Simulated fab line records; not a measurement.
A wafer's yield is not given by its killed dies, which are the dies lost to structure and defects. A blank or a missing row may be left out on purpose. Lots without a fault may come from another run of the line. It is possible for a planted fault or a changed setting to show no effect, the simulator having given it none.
Struck lot and sound lot, side by side :: flow n5-finfet :: 15 steps out of a route of 1938
Sound: these wafers, L108.2, L108.3, L108.6. Struck: wafers L117.2, L117.6. (L117.3 of the same lot was not struck and is left out.) The cause comes at the end.
At each step with rows: each side's tool, then ch and its chambers, then its first start. Under that, the readings that differ: sound wafers :: struck wafers :: difference of the means :: sigmas: that difference in standard deviations of wafers without a fault.
alike: readings whose means differ by less than 2 such deviations, and words and numbers that are the same on both sides. not compared: withheld readings, readings that some wafer has no value for, bounds like >300 that may hide the same value, and numbers for which the record gives no deviation and whose values overlap.
Wherever a step has rows on one side only, a row that says differs or no value, or a row with sigmas, the two part there. Numbers that don't overlap but have no deviation are shown without sigmas and don't part them. A reading missing from all wafers of one side parts the sides only when that side holds two or more wafers.

first, 2 steps without rows for these wafers: N5_BEOL_M4_PEB_09 (peb time 60 s); N5_BEOL_M4_DEVELOP_10 (develop time 30 s).
N5_BEOL_M4_CD_MEAS_11: target cd 16.79 nm.
  sound on cd-sem-01 ch 0, day 9 01:33; struck on cd-sem-01 ch 0, day 11 16:11
  alike: cd-nm
N5_BEOL_M4_OVL_MEAS_12:
  sound on overlay-01 ch 0, day 9 01:35; struck on overlay-02 ch 0, day 11 16:13
  alike: M4_OVL
N5_BEOL_M4_INSPECT_13: inspects for defects (brightfield).
  sound: defect-inspect-01 at day 9 01:38; struck: defect-inspect-02 at day 11 16:16
  alike: raw-defect-count
N5_BEOL_M4_DESCUM_16: chemistry O2, time 7 s.
  sound on rie-diel-03 ch 0,2, day 9 02:07; struck on rie-diel-03 ch 2,3, day 11 16:18
reading: oes-product-au (a.u.)
sound: 0.73 0.99 0.99
struck: 0.70 0.71
difference: -0.20
sigmas: -3

reading: throttle-valve-pct (%)
sound: 20.49 20.06 20.04
struck: 20.77 20.53
difference: +0.45
sigmas: +3
  alike: drypump-motor-current-A, rf-vpp-V, showerhead-plenum-p-Torr
  not compared: rf-hours-counter-h
N5_BEOL_M4_ETCH_74: etches underlayer in N2/H2, target depth 6.5 nm, time 5.2 s.
  sound on rie-diel-03 ch 0,2, day 9 02:09; struck on rie-diel-03 ch 2,3, day 11 16:20
reading: oes-product-au (a.u.)
sound: 0.61 0.84 0.85
struck: 0.60 0.60
difference: -0.17
sigmas: -3

reading: throttle-valve-pct (%)
sound: 18.08 17.40 17.38
struck: 18.26 18.14
difference: +0.58
sigmas: +3
  alike: drypump-motor-current-A, etch-rf-on-time-s, rf-vpp-V, showerhead-plenum-p-Torr
  not compared: rf-hours-counter-h
then, 1 step without rows for these wafers: N5_BEOL_M4_ETCH_63 (etches SiARC in CF4, target depth 15.6 nm, time 26 s).
N5_BEOL_M4_ETCH_64: etches SOC in N2/H2, target depth 75 nm, overetch 22.5 nm, time 121.9 s.
  sound on rie-diel-03 ch 0,2, day 9 02:12; struck on rie-diel-03 ch 2,3, day 11 16:23
reading: oes-product-au (a.u.)
sound: 0.55 0.74 0.75
struck: 0.54 0.54
difference: -0.14
sigmas: -2

reading: throttle-valve-pct (%)
sound: 18.03 17.36 17.35
struck: 18.19 18.08
difference: +0.55
sigmas: +2
  alike: drypump-motor-current-A, rf-vpp-V, showerhead-plenum-p-Torr
  not compared: rf-hours-counter-h
then, 2 steps without rows for these wafers: N5_BEOL_M4_STRIP_65 (strips in N2/H2); N5_BEOL_M4_STRIP_75 (strips in N2/H2).
N5_BEOL_M4_STRIP_66: strips in CF4.
  sound on rie-diel-03 ch 0,2, day 9 02:20; struck on rie-diel-03 ch 2,3, day 11 16:31
reading: oes-product-au (a.u.)
sound: 0.72 0.97 0.98
struck: 0.70 0.70
difference: -0.19
sigmas: -3

reading: throttle-valve-pct (%)
sound: 13.78 13.23 13.22
struck: 13.94 13.81
difference: +0.46
sigmas: +2
  alike: drypump-motor-current-A, rf-vpp-V, showerhead-plenum-p-Torr
  not compared: rf-hours-counter-h
N5_BEOL_M4_HM_OPEN_17: chemistry Cl2/BCl3, target TiN, target depth 20 nm, overetch 6 nm.
  sound on rie-metal-03 ch 0,1, day 9 02:22; struck on rie-metal-03 ch 0, day 11 16:33
reading: model.SOC_of_BEOL_M4_COAT_61.thk-nm (nm)
sound: 52 51.8 52.2
struck: 51.4 51.6
difference: -0.5
sigmas: 
  alike: bcl3-flow-sccm, drypump-motor-current-A, oes-product-au, throttle-valve-pct
  not compared: rf-hours-counter-h
N5_BEOL_M4_STRIP_19: strips in O2.
  sound on rie-diel-01 ch 0,1,2, day 9 02:30; struck on rie-diel-01 ch 1,3, day 11 16:54
  alike: drypump-motor-current-A, oes-product-au, rf-vpp-V, showerhead-plenum-p-Torr, throttle-valve-pct
  not compared: rf-hours-counter-h
N5_BEOL_M4_RC_MEAS_101:
  sound on prober-01 ch 0, day 10 08:29; struck on prober-02 ch 0, day 12 01:44
  alike: DIBL_N, DIBL_P, IOFF_N, IOFF_P, ION_N, ION_P, SS_N, SS_P, VT_N, VT_P

WHERE THEY PART
Last at N5_BEOL_M4_STRIP_66 as far as this record goes, first at N5_BEOL_M4_DESCUM_16. Later steps at which nothing parts them and some readings are alike: N5_BEOL_M4_HM_OPEN_17, N5_BEOL_M4_STRIP_19, N5_BEOL_M4_RC_MEAS_101.

WHY: what had been put in by the simulator
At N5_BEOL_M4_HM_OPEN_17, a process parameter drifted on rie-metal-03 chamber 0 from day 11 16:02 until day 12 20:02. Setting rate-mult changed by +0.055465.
